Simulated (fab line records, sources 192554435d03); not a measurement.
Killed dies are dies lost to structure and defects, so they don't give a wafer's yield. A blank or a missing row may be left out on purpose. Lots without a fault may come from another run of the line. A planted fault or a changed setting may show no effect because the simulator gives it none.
Chamber matching | flow n5_finfet | N5_HKMG_FIN_STRIP_93 on rie_diel-05: 4 sister chambers
The step strips SOC in N2/H2, time 20 s. 4 wafers are shown with their chamber, then 7 later ones without.

WAFERS WITH THEIR CHAMBER
wafer  | chamber | showerhead_plenum_p_Torr (Torr)
L084.5 | 2       | 3.46
L086.6 | 1       | 3.19
L087.2 | 0       | 3.45
L087.4 | 3       | 3.47

WAFERS WITHOUT THEIR CHAMBER
wafer  | showerhead_plenum_p_Torr (Torr)
L087.6 | 3.45
L096.3 | 3.59
L096.4 | 3.46
L096.6 | 3.44
L097.3 | 3.46
L097.4 | 3.59
L097.5 | 3.59

WHICH CHAMBER EACH WENT THROUGH
wafer  | from the rows above          | in truth
L087.6 | can't be placed: 0 or 2 or 3 | 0
L096.3 | can't be placed: 3 or 2 or 0 | 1
L096.4 | can't be placed: 2 or 0 or 3 | 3
L096.6 | can't be placed: 0 or 2 or 3 | 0
L097.3 | can't be placed: 2 or 0 or 3 | 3
L097.4 | can't be placed: 3 or 2 or 0 | 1
L097.5 | can't be placed: 3 or 2 or 0 | 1
Placed correctly: 0 of 7. Can't be placed from these rows: 7 (the true chamber is among the candidates in 4). Placed wrongly: 0.
How it was worked out, from the rows above alone: a wafer's distance from a chamber is the root of the sum, over the readings, of the square of ((its reading less the chamber's mean) divided by the reading's scatter). The wafer belongs to the nearest chamber; if the next one is less than 2 further off, it can't be placed. A chamber's mean is the mean of its shown wafers. The scatter: with one shown wafer a chamber, the root of the mean of the squares of how far each hidden wafer lies from its nearest shown one.
